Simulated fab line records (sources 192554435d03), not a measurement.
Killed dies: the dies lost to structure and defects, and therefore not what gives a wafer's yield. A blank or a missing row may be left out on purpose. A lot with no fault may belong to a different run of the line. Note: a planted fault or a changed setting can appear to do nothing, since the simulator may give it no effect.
Chamber matching + flow n5 finfet + ald sin-01 running N5_SPACER0_ALD_08: 4 sister chambers
The step deposits SiNx, target thk 2 nm. 4 wafers are shown with their chamber, then 9 later ones without.

## WAFERS PAIRED WITH THEIR CHAMBERS
| wafer  | chamber | heater power w (W) |
|--------|---------|--------------------|
| L087.4 | 1       | 794                |
| L090.1 | 2       | 775                |
| L090.3 | 0       | 732                |
| L090.5 | 3       | 721                |

## WAFERS WHOSE CHAMBER IS MISSING
| wafer  | heater power w (W) |
|--------|--------------------|
| L091.1 | 780                |
| L091.4 | 718                |
| L091.5 | 718                |
| L092.1 | 726                |
| L092.3 | 774                |
| L092.5 | 792                |
| L093.3 | 711                |
| L093.4 | 736                |
| L093.6 | 785                |

## EACH ONE'S CHAMBER
| wafer  | from the rows above     | in truth                   |
|--------|-------------------------|----------------------------|
| L091.1 | can't be placed: 2 or 1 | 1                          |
| L091.4 | 3                       | 3                          |
| L091.5 | 3                       | 3                          |
| L092.1 | can't be placed: 3 or 0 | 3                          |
| L092.3 | 2                       | 2                          |
| L092.5 | 1                       | 1                          |
| L093.3 | 3                       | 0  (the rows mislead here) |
| L093.4 | 0                       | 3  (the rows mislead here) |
| L093.6 | can't be placed: 1 or 2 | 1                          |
4 of 9 placed correctly. From these rows, 3 cannot be placed; in 3 the true chamber is one of the candidates. Wrongly placed: 2.
How it was worked out, from the rows above alone: a wafer's distance from a chamber is the root of the sum, over the readings, of the square of ((its reading less the chamber's mean) divided by the reading's scatter). If the next closest chamber is less than 2 further off than the closest, the wafer can't be placed; otherwise it belongs to the closest. Each chamber's mean is taken over the wafers shown for it. The scatter: root of mean squared gap, hidden wafer to nearest shown wafer, with one shown wafer a chamber.
